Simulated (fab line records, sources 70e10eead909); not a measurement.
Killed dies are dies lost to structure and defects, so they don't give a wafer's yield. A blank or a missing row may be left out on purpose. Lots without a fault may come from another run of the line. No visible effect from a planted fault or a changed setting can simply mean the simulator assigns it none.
The tool behind it: which one? | flow nand_harc | 36 wafers from 12 lots sampled at 5 of the route's 1302 steps

WHAT THE GAUGES READ, wafer by wafer
NHARC_END_SORT_01. Usual: killed_at_array 52, standard deviation 19; killed_at_other 1.0, standard deviation 1.2; killed_at_periphery 4.1, standard deviation 2.8; killed_dies 57, standard deviation 19; killed_open 3.1, standard deviation 1.7; killed_short 2.5, standard deviation 1.5.
lot  | measured     | on        | killed_at_array | killed_at_other | killed_at_periphery | killed_dies | killed_open | killed_short | flag
L278 | day 32 05:19 | prober-01 | 675 673 675     | 2 0 1           | 0 4 1               | 677 677 677 | 3 4 2       | 2 0 4        | OFF
L277 | day 32 18:06 | prober-01 | 677 675 674     | 0 0 1           | 0 2 2               | 677 677 677 | 2 5 5       | 1 2 3        | OFF

WHAT TOOL EACH LOT RAN ON (gives the tool, then ch and the chambers of the sampled wafers, and finally the start)
lot  | NHARC_A_STAIRCASE_ETCH_21                     | NHARC_A_STAIRCASE_TRIM_196         | NHARC_A_STAIRCASE_ETCH_201                    | NHARC_A_STAIRCASE_ETCH_203
L263 | rie_diel-04 ch 0,2,3, day 16 22:07 or earlier | rie_diel-04 ch 0,1,2, day 16 22:07 | rie_diel-04 ch 1,2,3, day 16 22:59 or earlier | rie_diel-04 ch 0,1,2, day 16 22:59
L266 | rie_diel-05 ch 0,3, day 18 11:58 or earlier   | rie_diel-05 ch 0,1,3, day 18 11:58 | rie_diel-05 ch 0,3, day 18 12:52 or earlier   | rie_diel-05 ch 1,2,3, day 18 12:52
L265 | rie_diel-04 ch 0,2,3, day 18 17:41 or earlier | rie_diel-04 ch 0,1,2, day 18 17:41 | rie_diel-04 ch 1,3, day 18 18:36 or earlier   | rie_diel-04 ch 0,2,3, day 18 18:36
L267 | rie_diel-05 ch 2,3, day 19 04:22 or earlier   | rie_diel-12 ch 0,1,2, day 19 04:22 | rie_diel-12 ch 0,3, day 19 05:16 or earlier   | rie_diel-12 ch 2,3, day 19 05:16
L268 | rie_diel-05 ch 0,1,2, day 20 04:09 or earlier | rie_diel-04 ch 1,2,3, day 20 04:09 | rie_diel-04 ch 0,1,2, day 20 05:11 or earlier | rie_diel-04 ch 0,1,3, day 20 05:11
L270 | rie_diel-05 ch 0,1,3, day 20 05:59 or earlier | rie_diel-12 ch 0,2,3, day 20 05:59 | rie_diel-12 ch 1,3, day 20 06:51 or earlier   | rie_diel-12 ch 1,3, day 20 06:51
L272 | rie_diel-12 ch 0,1,3, day 20 21:46 or earlier | rie_diel-04 ch 1,2,3, day 20 21:46 | rie_diel-04 ch 0,1,2, day 20 22:39 or earlier | rie_diel-04 ch 0,2,3, day 20 22:39
L274 | rie_diel-12 ch 0,2,3, day 21 19:55 or earlier | rie_diel-12 ch 0,1,2, day 21 19:55 | rie_diel-12 ch 0,1,2, day 21 20:58 or earlier | rie_diel-12 ch 1,2,3, day 21 20:58
L273 | rie_diel-04 ch 0,2, day 21 20:17 or earlier   | rie_diel-04 ch 0,3, day 21 20:17   | rie_diel-04 ch 1,2, day 21 21:11 or earlier   | rie_diel-04 ch 0,2, day 21 21:11
L278 | rie_diel-12 ch 0,1,2, day 23 16:26 or earlier | rie_diel-04 ch 0,1,3, day 23 16:26 | rie_diel-04 ch 0,1,3, day 23 17:19 or earlier | rie_diel-04 ch 0,1,2, day 23 17:19
L277 | rie_diel-05 ch 1,2,3, day 23 18:17 or earlier | rie_diel-04 ch 1,3, day 23 18:17   | rie_diel-04 ch 1,2, day 23 19:14 or earlier   | rie_diel-04 ch 1,2, day 23 19:14
L282 | rie_diel-05 ch 0,2,3, day 25 06:05 or earlier | rie_diel-12 ch 1,2,3, day 25 06:05 | rie_diel-12 ch 1,2,3, day 25 07:04 or earlier | rie_diel-12 ch 1,2,3, day 25 07:04
- NHARC_A_STAIRCASE_ETCH_21: etches the open film in C4F8/O2, target depth 100 nm, time 40.5 s.
- NHARC_A_STAIRCASE_TRIM_196: chemistry O2, time 211.2 s.
- NHARC_A_STAIRCASE_ETCH_201: etches the open film in C4F8/O2, target depth 100 nm, time 40.5 s.
- NHARC_A_STAIRCASE_ETCH_203: etches the open film in C4F8/O2, target depth 100 nm, time 40.5 s.

AS READ BY THE TOOLS THEMSELVES (means over the sampled wafers that have a number; for cases with no such wafer, the mark the record gives instead)
NHARC_A_STAIRCASE_ETCH_21. Usual: oes_product_au 0.952 a.u., standard deviation 0.018; rf_vpp_V 894 V, standard deviation 3.8.
lot  | tool        | oes_product_au (a.u.) | rf_vpp_V (V) | flag
L263 | rie_diel-04 | 0.948                 | 898          |
L266 | rie_diel-05 | 0.976                 | 894          |
L265 | rie_diel-04 | 0.961                 | 898          |
L267 | rie_diel-05 | 0.965                 | 893          |
L268 | rie_diel-05 | 0.939                 | 892          |
L270 | rie_diel-05 | 0.963                 | 891          |
L272 | rie_diel-12 | 0.948                 | 892          |
L274 | rie_diel-12 | 0.952                 | 891          |
L273 | rie_diel-04 | 0.959                 | 898          |
L278 | rie_diel-12 | 0.939                 | 893          |
L277 | rie_diel-05 | 0.941                 | 891          |
L282 | rie_diel-05 | 0.960                 | 892          |

NHARC_A_STAIRCASE_TRIM_196. Usual: drypump_motor_current_A 5.81 A, standard deviation 0.25; oes_product_au 1.002 a.u., standard deviation 0.015; rf_vpp_V 57.6 V, standard deviation 0.89; showerhead_plenum_p_Torr 3.50 Torr, standard deviation 0.11; throttle_valve_pct 17.037 %, standard deviation 0.01.
lot  | tool        | drypump_motor_current_A (A) | oes_product_au (a.u.) | rf_vpp_V (V) | showerhead_plenum_p_Torr (Torr) | throttle_valve_pct (%) | flag
L263 | rie_diel-04 | 5.93                        | 1.000                 | 58.5         | 3.62                            | 17.030                 |
L266 | rie_diel-05 | 5.74                        | 1.003                 | 56.9         | 3.39                            | 17.040                 |
L265 | rie_diel-04 | 5.93                        | 1.005                 | 57.6         | 3.62                            | 17.040                 |
L267 | rie_diel-12 | 5.82                        | 1.008                 | 57.4         | 3.49                            | 17.039                 |
L268 | rie_diel-04 | 5.79                        | 1.009                 | 59.2         | 3.58                            | 17.027                 |
L270 | rie_diel-12 | 5.75                        | 0.989                 | 58.1         | 3.42                            | 17.038                 |
L272 | rie_diel-04 | 5.78                        | 1.004                 | 58.0         | 3.58                            | 17.029                 |
L274 | rie_diel-12 | 5.83                        | 1.005                 | 57.6         | 3.48                            | 17.040                 |
L273 | rie_diel-04 | 5.80                        | 1.009                 | 57.6         | 3.51                            | 17.043                 |
L278 | rie_diel-04 | 5.70                        | 1.006                 | 57.9         | 3.52                            | 17.048                 |
L277 | rie_diel-04 | 5.59                        | 1.007                 | 57.6         | 3.54                            | 17.041                 |
L282 | rie_diel-12 | 5.74                        | 0.991                 | 58.1         | 3.44                            | 17.040                 |

NHARC_A_STAIRCASE_ETCH_201. Usual: oes_product_au 0.946 a.u., standard deviation 0.017; rf_vpp_V 895 V, standard deviation 4.
lot  | tool        | oes_product_au (a.u.) | rf_vpp_V (V) | flag
L263 | rie_diel-04 | 0.953                 | 899          |
L266 | rie_diel-05 | 0.945                 | 893          |
L265 | rie_diel-04 | 0.948                 | 895          |
L267 | rie_diel-12 | 0.934                 | 891          |
L268 | rie_diel-04 | 0.949                 | 899          |
L270 | rie_diel-12 | 0.943                 | 892          |
L272 | rie_diel-04 | 0.950                 | 899          |
L274 | rie_diel-12 | 0.938                 | 894          |
L273 | rie_diel-04 | 0.954                 | 900          |
L278 | rie_diel-04 | 0.958                 | 896          |
L277 | rie_diel-04 | 0.957                 | 900          |
L282 | rie_diel-12 | 0.930                 | 893          |

NHARC_A_STAIRCASE_ETCH_203. Usual: oes_product_au 0.947 a.u., standard deviation 0.015; rf_vpp_V 895 V, standard deviation 3.9.
lot  | tool        | oes_product_au (a.u.) | rf_vpp_V (V) | flag
L263 | rie_diel-04 | 0.957                 | 899          |
L266 | rie_diel-05 | 0.948                 | 892          |
L265 | rie_diel-04 | 0.961                 | 896          |
L267 | rie_diel-12 | 0.939                 | 893          |
L268 | rie_diel-04 | 0.949                 | 896          |
L270 | rie_diel-12 | 0.955                 | 893          |
L272 | rie_diel-04 | 0.955                 | 898          |
L274 | rie_diel-12 | 0.931                 | 895          |
L273 | rie_diel-04 | 0.958                 | 900          |
L278 | rie_diel-04 | 1.197                 | 900          | OFF
L277 | rie_diel-04 | 1.199                 | 899          | OFF
L282 | rie_diel-12 | 0.934                 | 893          |

THE ANSWER, worked out from the rows above alone
Rule: take the mean of a lot's wafers that have a number; if it is more than 3 standard deviations from the usual mean, the lot is off. Also off: a lot with no number at a reading for which 4 or more lots have one. Any other lot the step has rows for is counted as sound. Order of review: gauges by route order, followed by the tools' own readings, for which a lot's mean as printed above is used. The first step at which some lot is off is used, and at that step the reading that is off furthest; a lot without a number counts as furthest.
Off, at NHARC_END_SORT_01 on killed_at_array: L278, L277. Neither off nor sound, because the step has no rows for them: L263, L266, L265, L267, L268, L270, L272, L274, L273, L282.
A tool fits if, at a process step before that reading, it ran every lot that is off, and no sound lot after the first of them. Not tried: the gauges at NHARC_END_SORT_01; whatever is off there is also off at NHARC_A_STAIRCASE_ETCH_203, on other tools, and gauge error can't account for it. With no start given for some of its lots, NHARC_A_STAIRCASE_ETCH_21 uses the hours and lot order of NHARC_A_STAIRCASE_TRIM_196. With no start given for some of its lots, NHARC_A_STAIRCASE_ETCH_201 uses the hours and lot order of NHARC_A_STAIRCASE_ETCH_203. One fits: rie_diel-04 at NHARC_A_STAIRCASE_TRIM_196 and NHARC_A_STAIRCASE_ETCH_201 and NHARC_A_STAIRCASE_ETCH_203. It ran no sound lot before its first lot that is off in this sample, so the start can't be narrowed down.

WHAT THE SIMULATOR HAD PUT IN
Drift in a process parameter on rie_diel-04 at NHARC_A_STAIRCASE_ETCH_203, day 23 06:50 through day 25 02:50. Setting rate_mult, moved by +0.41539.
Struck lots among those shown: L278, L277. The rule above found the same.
